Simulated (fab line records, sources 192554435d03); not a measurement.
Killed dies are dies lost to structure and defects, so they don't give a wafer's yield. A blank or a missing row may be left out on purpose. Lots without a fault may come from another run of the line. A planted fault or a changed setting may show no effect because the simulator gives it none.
fab line records | flow n5_finfet
record lots=11 wafers=33 last_day=17
route steps=1938 shown BEOL_M11@1538
lots that met no fault: from a run of the same line without faults
start_h: hours from the record's first day to the start of the lot's first wafer shown | wait_h: hours since the lot's step before | " the same as in the row above | L1.1+2: a row that stands for several wafers | - no value, or no start given | * or withheld: withheld | < > ~ a bound
route shown NAME@n: a module of which the file shows steps, and the number in the route of the first | usual: mean/standard deviation of fault-free wafers | same: alike in all rows | chamber/n: place in a boat | sites: the reading at each site | _std_site: their standard deviation | _edge_site: outer sites' mean less inner sites' | radius_mm: how far each site lies from the wafer's centre | mask NAME#n: copy n | behind: the tool/chamber that last shaped the wafer | hold: why the lot was held/for how many hours/how that ended | device: the transistor (n, p or np) that didn't switch | end of line: the same wafers' tests at the end of the route | a step without rows: its recipe alone | killed: dies lost to structure and defects at the first sort, not the wafer's yield | map: a wafer's dies, x killed, . not, _ none there
set.NAME: the setting as run; set.NAME@STEP: as run at that earlier step | model.NAME: the simulator's own value behind a step, which no gauge read
steps of the route over a sample of lots; a table a step, a row a wafer
services: from which hour (start_h, from the record's first day; less than 0 if before it) a tool's chamber was out of use, for how many hours, and why
## steps
# step N5_BEOL_M11_THK_MEAS_01
# recipe reads=SiCOH_lowk_of_BEOL_M11_ILD_DEP_00
# usual M11_ILD_THK=268/3.4
# columns lot.wafer tool chamber start_h wait_h M11_ILD_THK[nm]
L903.1 film_metro-01 - 201.75 0.4 268
L903.3 " - " " 268
L903.5 " - " " 273
L907.1 film_metro-01 - 239.45 0.4 264
L907.2 " - " " 263
L907.3 " - " " 263
L905.1 film_metro-02 - 254.24 0.4 265
L905.4 " - " " 269
L905.5 " - " " 269
L908.2 film_metro-01 - 261.38 0.4 271
L908.3 " - " " 270
L908.5 " - " " 272
L914.2 film_metro-01 - 290.97 0.4 267
L914.4 " - " " 273
L914.5 " - " " 271
L916.2 film_metro-02 - 312.56 0.4 260
L916.3 " - " " 266
L916.4 " - " " 265
L917.3 film_metro-02 - 312.93 0.3 270
L917.4 " - " " 270
L917.5 " - " " 269
L919.1 film_metro-02 - 330.92 0.4 267
L919.2 " - " " 267
L919.3 " - " " 272
L924.2 film_metro-01 - 354.96 0.4 265
L924.4 " - " " 268
L924.6 " - " " 273
L925.1 film_metro-01 - 359.19 0.4 269
L925.2 " - " " 271
L925.6 " - " " 272
L926.1 film_metro-01 - 365.73 0.4 264
L926.2 " - " " 269
L926.4 " - " " 272
# step N5_BEOL_M11_CD_MEAS_11
# recipe target_cd_nm=64.1 landing_energy_ev=500 detector=se_inlens polarity=opening
# usual cd_nm=64.1/0.53
# columns lot.wafer tool chamber start_h wait_h cd_nm
L903.1 cd_sem-01 0 203.83 - 63.8
L903.3 " 0 " " 63.7
L903.5 " 0 " " 64.6
L907.1 cd_sem-01 0 240.93 - 64.3
L907.2 " 0 " " 64.6
L907.3 " 0 " " 64.5
L905.1 cd_sem-01 0 256.03 - 63.9
L905.4 " 0 " " 64.5
L905.5 " 0 " " 65.1
L908.2 cd_sem-02 0 262.48 - 63.8
L908.3 " 0 " " 63.7
L908.5 " 0 " " 63.8
L914.2 cd_sem-01 0 293.41 - 64.8
L914.4 " 0 " " 64.1
L914.5 " 0 " " 65.7
L916.2 cd_sem-02 0 313.62 - 64.7
L916.3 " 0 " " 64.9
L916.4 " 0 " " 63.8
L917.3 cd_sem-01 0 313.88 - 63.9
L917.4 " 0 " " 64.3
L917.5 " 0 " " 64.5
L919.1 cd_sem-01 0 331.79 - 64.0
L919.2 " 0 " " 63.3
L919.3 " 0 " " 63.4
L924.2 cd_sem-01 0 356.53 - 63.7
L924.4 " 0 " " 62.9
L924.6 " 0 " " 63.5
L925.1 cd_sem-03 0 361.87 - 64.0
L925.2 " 0 " " 63.5
L925.6 " 0 " " 63.0
L926.1 cd_sem-03 0 366.81 - 64.9
L926.2 " 0 " " 64.6
L926.4 " 0 " " 64.2
# step N5_BEOL_M11_HM_OPEN_17
# recipe chemistry=Cl2/BCl3 target_depth_a=200 overetch_a=60 target=TiN mask_material=SOC ion_energy_ev=150 pressure_mtorr=10 icp_w=1000 bias_w=126 Cl2_flow_sccm=53.25 bcl3_flow_sccm=21.75 Ar_flow_sccm=25
# usual drypump_motor_current_A=5.9/0.38 oes_ar_750_au=0.78/0.09 oes_product_au=0.66/0.073 rf_fwd_power_W=992/3.6 throttle_valve_pct=22.07/0.16
# columns lot.wafer tool chamber start_h wait_h drypump_motor_current_A oes_ar_750_au oes_product_au rf_fwd_power_W rf_hours_counter_h throttle_valve_pct
L903.1 rie_metal-02 1 204.22 0.0 6.3 0.87 0.74 992 19 21.98
L903.3 " 0 " " 5.7 0.69 0.59 993 - 22.25
L903.5 " 1 " " 6.3 0.86 0.73 992 - 21.99
L907.1 rie_metal-02 0 241.35 0.0 5.7 0.67 0.59 991 86 22.24
L907.2 " 1 " " 6.2 0.84 0.71 996 24 22.01
L907.3 " 0 " " 5.7 0.67 0.59 991 - 22.26
L905.1 rie_metal-02 1 256.40 0.0 6.3 0.84 0.72 996 25 22.00
L905.4 " 0 " " 5.8 0.67 0.59 988 - 22.25
L905.5 " 0 " " 5.8 0.67 0.59 990 - 22.24
L908.2 rie_metal-01 1 262.84 0.0 5.3 0.97 0.81 988 0 21.75
L908.3 " 1 " " 5.3 0.97 0.81 996 - 21.72
L908.5 " 1 " " 5.3 0.97 0.81 987 - 21.74
L914.2 rie_metal-03 1 293.92 0.0 6.0 0.87 0.73 995 13 21.94
L914.4 " 1 " " 6.0 0.87 0.73 996 - 21.95
L914.5 " 0 " " 6.4 0.81 0.68 1000 - 22.02
L916.2 rie_metal-01 0 315.15 0.0 5.4 0.68 0.56 991 94 22.25
L916.3 " 0 " " 5.5 0.68 0.57 1000 - 22.23
L916.4 " 1 " " 5.3 0.92 0.77 987 - 21.77
L917.3 rie_metal-03 0 315.54 0.1 6.5 0.80 0.68 992 - 22.03
L917.4 " 1 " " 5.9 0.86 0.72 990 - 21.96
L917.5 " 0 " " 6.5 0.79 0.68 992 - 22.03
L919.1 rie_metal-01 0 332.15 0.0 5.5 0.68 0.57 994 95 22.25
L919.2 " 1 " " 5.3 0.90 0.77 989 4 21.75
L919.3 " 1 " " 5.3 0.91 0.77 988 - 21.76
L924.2 rie_metal-03 1 357.00 0.1 6.0 0.84 0.71 996 21 21.94
L924.4 " 1 " " 6.0 0.83 0.71 992 - 21.95
L924.6 " 0 " " 6.5 0.78 0.67 993 - 22.03
L925.1 rie_metal-03 0 362.23 0.0 6.5 0.78 0.67 998 38 22.02
L925.2 " 1 " " 5.9 0.83 0.71 987 22 21.94
L925.6 " 0 " " 6.5 0.78 0.67 996 - 22.04
L926.1 rie_metal-02 1 367.18 0.0 6.3 0.81 0.69 993 32 22.03
L926.2 " 0 " " 5.7 0.66 0.57 989 95 22.30
L926.4 " 0 " " 5.7 0.66 0.57 996 - 22.26
# step N5_BEOL_M11_COAT_63
# recipe resist=SOC temp_c=250 time_s=60 spin_rpm=1500 resist_thk_nm=100
# usual heater_power_total_W=500.2/1.8 plate_temp_C=249.97/0.16 resist_line_temp_C=23.00/0.11
# columns lot.wafer tool chamber start_h wait_h heater_power_total_W plate_temp_C resist_line_temp_C
L903.1 litho_track-02 0 204.45 0.1 498.2 249.98 23.03
L903.3 " 0 " " 501.6 249.87 22.93
L903.5 " 0 " " 501.3 250.19 23.10
L907.1 litho_track-02 0 241.57 0.0 502.3 249.91 22.99
L907.2 " 0 " " 501.2 249.71 22.92
L907.3 " 0 " " 499.2 249.65 23.02
L905.1 litho_track-05 0 257.61 1.0 502.0 249.87 22.98
L905.4 " 0 " " 503.1 249.78 22.86
L905.5 " 0 " " 499.9 249.82 22.83
L908.2 litho_track-05 0 263.70 0.7 501.9 249.88 22.92
L908.3 " 0 " " 499.2 249.97 23.02
L908.5 " 0 " " 498.8 250.16 23.02
L914.2 litho_track-02 0 297.46 3.3 500.4 250.16 22.98
L914.4 " 0 " " 497.5 249.94 23.04
L914.5 " 0 " " 502.6 249.97 22.96
L916.2 litho_track-02 0 315.57 0.0 494.5 246.92 23.10
L916.3 " 0 " " 493.0 247.29 23.11
L916.4 " 0 " " 493.4 247.28 23.24
L917.3 litho_track-02 0 315.94 0.2 493.2 247.28 23.16
L917.4 " 0 " " 493.2 247.26 22.85
L917.5 " 0 " " 493.0 247.25 23.20
L919.1 litho_track-01 0 333.27 0.9 499.4 250.12 23.04
L919.2 " 0 " " 500.9 249.99 23.01
L919.3 " 0 " " 498.2 250.22 23.02
L924.2 litho_track-01 0 360.23 3.1 502.0 249.88 23.06
L924.4 " 0 " " 501.6 249.97 23.04
L924.6 " 0 " " 499.5 249.79 23.04
L925.1 litho_track-01 0 364.45 1.9 498.3 249.79 23.01
L925.2 " 0 " " 497.6 249.83 22.84
L925.6 " 0 " " 500.8 250.26 22.99
L926.1 litho_track-05 0 368.23 0.9 498.0 250.33 22.90
L926.2 " 0 " " 499.3 249.73 22.90
L926.4 " 0 " " 501.0 249.92 22.91
## services
# columns tool chamber start_h hours kind
rie_metal-03 0 184.21 10.9 repair
rie_metal-02 - 190.48 2.7 repair
rie_metal-02 - 227.80 2.8 pm
rie_metal-01 1 232.65 - clean
rie_metal-01 1 232.65 26.8 scheduled_down
rie_metal-01 1 232.65 26.8 vent_cycle
rie_metal-03 - 257.92 0.4 repair
rie_metal-01 1 273.02 12.5 repair
rie_metal-02 1 287.03 22.4 repair
rie_metal-03 0 334.30 4.0 repair
rie_metal-01 - 351.42 28.1 pm
## key
first_sign step=N5_BEOL_M11_COAT_63 reading=plate_temp_C direction=down sigmas=17 usual=* struck=*
effect step=N5_BEOL_M11_COAT_63 reading=heater_power_total_W direction=down sigmas=3.8 usual=* struck=*
met_at N5_BEOL_M11_COAT_63
struck_lots L916,L917
not_acting_at N5_BEOL_M11_THK_MEAS_01,N5_BEOL_M11_CD_MEAS_11,N5_BEOL_M11_HM_OPEN_17
onset_between 297.46 315.57
fault kind=process_parameter_drift tool=litho_track-02 chamber=- onset_h=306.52 steps=N5_BEOL_M11_COAT_63 channel=temp_c offset=* shape=step end_h=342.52 acts_in=* stated=*
